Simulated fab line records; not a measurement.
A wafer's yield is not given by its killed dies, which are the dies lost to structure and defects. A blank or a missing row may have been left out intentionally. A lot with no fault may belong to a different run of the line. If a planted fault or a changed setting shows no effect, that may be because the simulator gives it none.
Matching of chambers || flow n5Finfet || N5_BEOL_M4_PRE_CLEAN_60 on cvdCo-01 has 3 sister chambers
The step time 15 s. 6 wafers are shown with their chamber, then 8 later ones without.

== WAFERS, EACH WITH ITS CHAMBER ==
{"wafer": "L247.1", "chamber": 1, "heaterPowerW (W)": 78}
{"wafer": "L247.4", "chamber": 0, "heaterPowerW (W)": 60}
{"wafer": "L247.6", "chamber": 1, "heaterPowerW (W)": 80}
{"wafer": "L248.1", "chamber": 0, "heaterPowerW (W)": 60}
{"wafer": "L248.4", "chamber": 2, "heaterPowerW (W)": 60}
{"wafer": "L261.1", "chamber": 2, "heaterPowerW (W)": 60}

== WAFERS WITH NO CHAMBER GIVEN ==
{"wafer": "L261.2", "heaterPowerW (W)": 61}
{"wafer": "L261.5", "heaterPowerW (W)": 61}
{"wafer": "L262.2", "heaterPowerW (W)": 60}
{"wafer": "L262.5", "heaterPowerW (W)": 60}
{"wafer": "L262.6", "heaterPowerW (W)": 58}
{"wafer": "L264.2", "heaterPowerW (W)": 59}
{"wafer": "L264.3", "heaterPowerW (W)": 60}
{"wafer": "L264.6", "heaterPowerW (W)": 58}

== EACH ONE'S CHAMBER ==
{"wafer": "L261.2", "from the rows above": "can't be placed: 0 or 2", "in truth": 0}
{"wafer": "L261.5", "from the rows above": "can't be placed: 0 or 2", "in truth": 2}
{"wafer": "L262.2", "from the rows above": "can't be placed: 0 or 2", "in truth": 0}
{"wafer": "L262.5", "from the rows above": "can't be placed: 0 or 2", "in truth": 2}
{"wafer": "L262.6", "from the rows above": "can't be placed: 0 or 2", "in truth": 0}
{"wafer": "L264.2", "from the rows above": "can't be placed: 0 or 2", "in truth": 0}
{"wafer": "L264.3", "from the rows above": "can't be placed: 0 or 2", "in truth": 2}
{"wafer": "L264.6", "from the rows above": "can't be placed: 0 or 2", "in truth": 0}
Placed correctly: 0 of 8. Cannot be placed on the basis of these rows: 8; the candidates contain the true chamber in 8. Number placed wrongly: 0.
How it was worked out, from the rows above alone: a wafer's distance from a chamber is the root of the sum, over the readings, of the square of ((its reading less the chamber's mean) divided by the reading's scatter). If the next closest chamber is less than 2 further off than the closest, the wafer can't be placed; otherwise it belongs to the closest. Each chamber's mean is taken over the wafers shown for it. How the scatter is found: for the shown wafers, subtract from each reading the mean of its chamber, square and add these, divide the total by (wafers less chambers), then take the root.
